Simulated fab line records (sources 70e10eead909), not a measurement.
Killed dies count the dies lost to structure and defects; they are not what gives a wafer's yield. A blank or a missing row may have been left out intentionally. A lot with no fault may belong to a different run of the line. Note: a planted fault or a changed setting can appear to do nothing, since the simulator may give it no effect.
Code-filled problem report in 8D (eight disciplines) form | flow nand harc | the parts of the form that need people (team, actions taken, sign-off) are left out

## 1. THE PROBLEM
Mean of mfc precursor sccm at NHARC_A_CONTACT_DEP_24: 165.9 sccm across 3 wafers in 3 lots; on wafers with no fault it is 161.4 sccm (standard deviation 0.46). Relative to the usual mean, that is a shift of +9.7 standard deviations.
The step: deposits SiO2, target thk 500 nm.
The first sign was on wafer L553.5 at day 19 08:02, on pecvd-02. The record has a number at this step for 39 wafers belonging to 13 lots. Rule for "out" (also "out of limits"): further than 4 standard deviations from the usual mean. Any other wafer with a number is counted as sound.

## 2. WHAT IT IS, WHAT IT ISN'T
question                    | is                     | is not
which readings at this step | mfc precursor sccm     | throttle valve pct
which lots                  | L551, L553, L554       | L540, L541, L543, L544, L547, L549, L550, L552, L561, L563
which wafers of those lots  | L551.3, L553.5, L554.2 | L551.1, L551.4, L553.4, L553.6, L554.1, L554.4
read on which tools         | pecvd-02               | pecvd-01, pecvd-03
when                        | from day 19 08:02      | up to then (26 sound wafers); but 10 sound wafers of L551, L554, L561, L563 came after

## 3. THE SUSPECTS, EACH WITH WHAT RULES IT OUT
Counting: if a tool at a process step up to the reading ran every lot that is out, it stays a suspect. Sound lots after the first of them don't rule it out here, since some wafers of a struck lot are sound.
- rie diel-08 at NHARC_A_WL_FILL_ETCHBACK_16 (etches the open film in C4F8/O2/Ar, target depth 88 nm, time 17.6 s): kept. It ran every lot that is out, first L551 (day 19 01:50); its last sound lot up to then is L550 (day 18 09:04). Because NHARC_A_WL_FILL_ETCHBACK_16 lacks a start for some lots, the hours and order of its lots are taken from NHARC_A_WL_FILL_ALD_19.
- pecvd-02 at NHARC_A_CONTACT_DEP_24 (deposits SiO2, target thk 500 nm): kept. It ran every lot that is out, first L553 (day 19 08:02); its last sound lot up to then is L550 (day 18 17:37). On those wafers its own readings are out: mfc precursor sccm.
- Within pecvd-02 at NHARC_A_CONTACT_DEP_24: the wafers that are out ran in chamber 0; their sound lot-mates ran in chambers 1, 2.
After counting, rie diel-08 at NHARC_A_WL_FILL_ETCHBACK_16 and pecvd-02 at NHARC_A_CONTACT_DEP_24 remain.

## 4. THE CAUSE (what the simulator had put in)
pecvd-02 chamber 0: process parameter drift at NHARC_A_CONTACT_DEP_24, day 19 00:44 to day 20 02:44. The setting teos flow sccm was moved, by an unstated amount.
Counting leaves 2 suspects; this tool is one of them.

## 5. THE CHAIN OF EFFECTS, in route order
One row per reading whose mean, taken over the struck wafers that have a number, lies over 3 standard deviations from the usual. Scope: only readings with a usual standard deviation given in the record; hours: median across lots of the time from each lot's start at the first step in this table that gives one to its start at this step; sigmas: change in usual standard deviations.
hours | step                   | reading            | usual      | on struck wafers | change | sigmas
0     | NHARC_A_CONTACT_DEP_24 | mfc precursor sccm | 161.4 sccm | 165.9            | +4.5   | +9.7
It contains these process steps:
- NHARC_A_CONTACT_DEP_24: deposits SiO2, target thk 500 nm.

## 6. HOW IT WOULD HAVE BEEN CAUGHT EARLIER
7 hours passed between the start of the fault at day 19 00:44 and the first reading out of limits in this record, taken at day 19 08:02.
